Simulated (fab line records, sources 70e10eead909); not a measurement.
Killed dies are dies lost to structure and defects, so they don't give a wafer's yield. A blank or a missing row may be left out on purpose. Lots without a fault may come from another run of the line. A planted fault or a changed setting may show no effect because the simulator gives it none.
Chamber matching | flow nand_harc | NHARC_A_SGD_CUT_ETCHBACK_24 on rie_diel-07: 4 sister chambers
The step etches the open film in CH3F/O2, target depth 50 nm, time 92.857 s. 4 wafers are shown with their chamber, then 7 later ones without.

WAFERS WITH THEIR CHAMBER
wafer  | chamber | showerhead_plenum_p_Torr (Torr)
L089.6 | 3       | 2.48
L090.2 | 0       | 2.35
L094.1 | 2       | 2.42
L094.4 | 1       | 2.45

WAFERS WITHOUT THEIR CHAMBER
wafer  | showerhead_plenum_p_Torr (Torr)
L094.5 | 2.43
L096.1 | 2.35
L096.4 | 2.42
L096.6 | 2.45
L097.1 | 2.35
L097.3 | 2.45
L097.4 | 2.42

WHICH CHAMBER EACH WENT THROUGH
wafer  | from the rows above | in truth
L094.5 | 2                   | 2
L096.1 | 0                   | 0
L096.4 | 2                   | 2
L096.6 | 1                   | 1
L097.1 | 0                   | 0
L097.3 | 1                   | 1
L097.4 | 2                   | 2
Placed correctly: 7 of 7. Can't be placed from these rows: 0. Placed wrongly: 0.
How it was worked out, from the rows above alone: a wafer's distance from a chamber is the root of the sum, over the readings, of the square of ((its reading less the chamber's mean) divided by the reading's scatter). The wafer belongs to the nearest chamber; if the next one is less than 2 further off, it can't be placed. A chamber's mean is the mean of its shown wafers. The scatter: with one shown wafer a chamber, the root of the mean of the squares of how far each hidden wafer lies from its nearest shown one.
